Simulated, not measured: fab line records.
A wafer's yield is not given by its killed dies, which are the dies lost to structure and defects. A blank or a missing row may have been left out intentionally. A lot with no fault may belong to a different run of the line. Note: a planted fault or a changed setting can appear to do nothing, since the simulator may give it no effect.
Chamber matching ; flow n5 finfet ; N5_BEOL_M7_ALD_77 on ald metal-04 has 4 sister chambers
The step deposits TaN, target thk 2 nm, pulse time 2 s, purge time 3 s. 8 wafers are shown with their chamber, then 7 later ones without.

WAFERS PAIRED WITH THEIR CHAMBERS
wafer;chamber;heater power outer w (W);heater power w (W)
L081.4;1;201;371
L086.5;0;245;459
L086.6;3;252;448
L090.2;3;252;453
L090.3;2;194;376
L090.5;2;193;385
L088.1;1;204;387
L088.4;0;251;463

WAFERS WITHOUT THEIR CHAMBER
wafer;heater power outer w (W);heater power w (W)
L088.6;245;468
L091.1;251;457
L091.3;204;381
L091.6;192;381
L094.1;257;448
L094.5;258;452
L094.6;194;378

THE CHAMBER EACH PASSED THROUGH
wafer;from the rows above;in truth
L088.6;0;0
L091.1;can't be placed: 3 or 0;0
L091.3;1;1
L091.6;2;2
L094.1;3;3
L094.5;can't be placed: 3 or 0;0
L094.6;2;2
Placed correctly: 5 of 7. These rows do not allow placing 2 (true chamber among the candidates in 2). 0 placed wrongly.
How it was worked out, from the rows above alone: a wafer's distance from a chamber is the root of the sum, over the readings, of the square of ((its reading less the chamber's mean) divided by the reading's scatter). The wafer belongs to the nearest chamber; if the next one is less than 2 further off, it can't be placed. Each chamber's mean is taken over the wafers shown for it. How the scatter is found: for the shown wafers, subtract from each reading the mean of its chamber, square and add these, divide the total by (wafers less chambers), then take the root.
